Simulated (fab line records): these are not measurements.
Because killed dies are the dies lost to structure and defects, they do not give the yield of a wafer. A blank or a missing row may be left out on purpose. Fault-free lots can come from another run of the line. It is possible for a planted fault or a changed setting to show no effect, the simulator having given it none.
Which tool did it? -- flow n5 finfet -- Sampling: 12 lots, 35 wafers, 4 of 1938 route steps

WHAT EACH GAUGE READ, for each wafer
Not one reading of a measure or inspect step in the record can be checked against a usual standard deviation.

WHICH TOOL RAN EACH LOT (tool, then ch and the chambers of the sampled wafers, then the start)
lot,N5_BEOL_M10_DEGAS_44,N5_BEOL_M10_SPUTTER_48,N5_BEOL_M10_CMP_52,N5_PASSIVATION_PROBE_49
L755,"pvd sputter-02, day 10 13:08","pvd sputter-01, day 10 14:01","cmp-02 ch 0,1,3, day 10 15:11",-
L756,"pvd sputter-03, day 10 20:04","pvd sputter-01, day 10 22:19","cmp-01 ch 1,2,3, day 10 22:58",-
L760,"pvd sputter-03, day 11 18:34","pvd sputter-03, day 11 19:37","cmp-01 ch 0,3, day 11 20:52",-
L761,"pvd sputter-02, day 12 02:52","pvd sputter-01, day 12 04:03","cmp-01 ch 0,1,2, day 12 04:35","prober-02, day 16 01:53"
L763,"pvd sputter-02, day 13 01:01","pvd sputter-03, day 13 01:41","cmp-02 ch 0,3, day 13 02:13",-
L769,"pvd sputter-01, day 13 22:11","pvd sputter-02, day 13 23:20","cmp-02 ch 1,2, day 13 23:58",-
L768,"pvd sputter-01, day 14 01:13","pvd sputter-01, day 14 01:53","cmp-02 ch 0,3, day 14 02:24",-
L767,"pvd sputter-01, day 14 02:02","pvd sputter-01, day 14 02:54","cmp-03 ch 0,2,3, day 14 03:44",-
L773,"pvd sputter-01, day 14 22:56","pvd sputter-02, day 15 02:11","cmp-02 ch 1,2,3, day 15 02:55",-
L777,"pvd sputter-02, day 16 00:35","pvd sputter-02, day 16 01:11","cmp-01 ch 0,1, day 16 01:44",-
L776,"pvd sputter-03, day 16 00:42","pvd sputter-02, day 16 01:21","cmp-03 ch 0,3, day 16 01:55",-
L771,"pvd sputter-03, day 16 16:30","pvd sputter-03, day 16 17:07","cmp-01 ch 0,2, day 16 17:55",-
- N5_BEOL_M10_DEGAS_44: time 60 s.
- N5_BEOL_M10_SPUTTER_48: material Cu, target thk 12 nm, time 2 s.
- N5_BEOL_M10_CMP_52: polishes, stops on SiCOH lowk, t overpolish 7 s, target thk 140 nm.
- N5_PASSIVATION_PROBE_49

WHAT THE TOOLS THEMSELVES READ (means of the sampled wafers that have a number; where no wafer has one, the mark that the record gives instead)
N5_BEOL_M10_DEGAS_44.
lot,tool,heater power w (W),susceptor temp C (C)
L755,pvd sputter-02,338,250.03
L756,pvd sputter-03,307,250.01
L760,pvd sputter-03,294,249.97
L761,pvd sputter-02,337,249.94
L763,pvd sputter-02,352,249.85
L769,pvd sputter-01,329,249.93
L768,pvd sputter-01,328,250.07
L767,pvd sputter-01,303,249.95
L773,pvd sputter-01,332,250.15
L777,pvd sputter-02,341,250.10
L776,pvd sputter-03,307,250.07
L771,pvd sputter-03,281,249.96

N5_BEOL_M10_SPUTTER_48.
lot,tool,chuck sensor temp C (C),susceptor temp C (C),throttle valve pct (%)
L755,pvd sputter-01,-15.8,-20.01,30.9
L756,pvd sputter-01,-15.7,-19.95,30.6
L760,pvd sputter-03,-15.7,-20.07,30.3
L761,pvd sputter-01,-15.8,-19.87,30.4
L763,pvd sputter-03,-15.7,-19.89,29.1
L769,pvd sputter-02,-15.9,-19.92,30.0
L768,pvd sputter-01,-15.9,-20.03,30.1
L767,pvd sputter-01,-15.9,-20.08,30.4
L773,pvd sputter-02,-16.6,-19.97,29.1
L777,pvd sputter-02,-16.3,-19.98,29.1
L776,pvd sputter-02,-17.0,-19.99,29.1
L771,pvd sputter-03,-16.0,-20.08,29.5

N5_BEOL_M10_CMP_52.
lot,tool,barrier field endpoint s (s),motor current A (A),overpolish run s (s),time to endpoint s (s)
L755,cmp-02,28.6,6.2,7.002,61.0
L756,cmp-01,28.5,5.8,7.000,63.3
L760,cmp-01,25.0,6.4,7.002,56.1
L761,cmp-01,24.5,6.5,7.000,56.8
L763,cmp-02,29.2,6.1,6.994,64.5
L769,cmp-02,29.0,6.8,6.995,65.5
L768,cmp-02,27.8,5.9,7.001,61.0
L767,cmp-03,29.5,6.0,6.993,67.1
L773,cmp-02,29.0,6.3,7.003,63.4
L777,cmp-01,28.7,5.6,6.989,62.5
L776,cmp-03,29.0,5.7,6.998,64.7
L771,cmp-01,29.9,7.1,6.999,67.8

N5_PASSIVATION_PROBE_49.
lot,tool,defect limited yield (%),killed_at_M0_to_M3,killed_at_M4_up,killed at contacts,killed at front end,killed at other,killed dies,killed open,killed short,sort_bin_5_function (%),sort_bin_6_memory (%),sort n pass,sort yield pct (%)
L761,prober-02,90.6,21,12,12,60,6,111,76,33,5.7,3.4,1069,90.6

THE ANSWER, worked out from the rows above alone
Rule: usual is defined by the lots themselves. Put in order of their means at a reading, lots are off if they are a third of the lots or fewer, leave a main group of 4 or more, and stand apart from it by a gap of 3 or more times the standard deviation of the main group's means; of several such gaps the widest counts. The tables above print the reading to a certain number of digits; a main group whose means all agree to those digits is not used. Also off: a lot with no number at a reading for which 4 or more lots have one. Where the step has rows for the other lots, those lots are counted as sound. Order of review: gauges by route order, followed by the tools' own readings, for which a lot's mean as printed above is used. The first step at which some lot is off is used, and at that step the reading that is off furthest; a lot without a number counts as furthest.
Off: L760, L761, at N5_BEOL_M10_CMP_52 (barrier field endpoint s). The main group: mean 28.9 s, standard deviation 0.55.
If a tool, at that step or one of the process steps before it, ran each lot that is off and ran no sound lot following the first of them, it fits. None of those tried fits.

WHAT HAD BEEN PUT IN BY THE SIMULATOR
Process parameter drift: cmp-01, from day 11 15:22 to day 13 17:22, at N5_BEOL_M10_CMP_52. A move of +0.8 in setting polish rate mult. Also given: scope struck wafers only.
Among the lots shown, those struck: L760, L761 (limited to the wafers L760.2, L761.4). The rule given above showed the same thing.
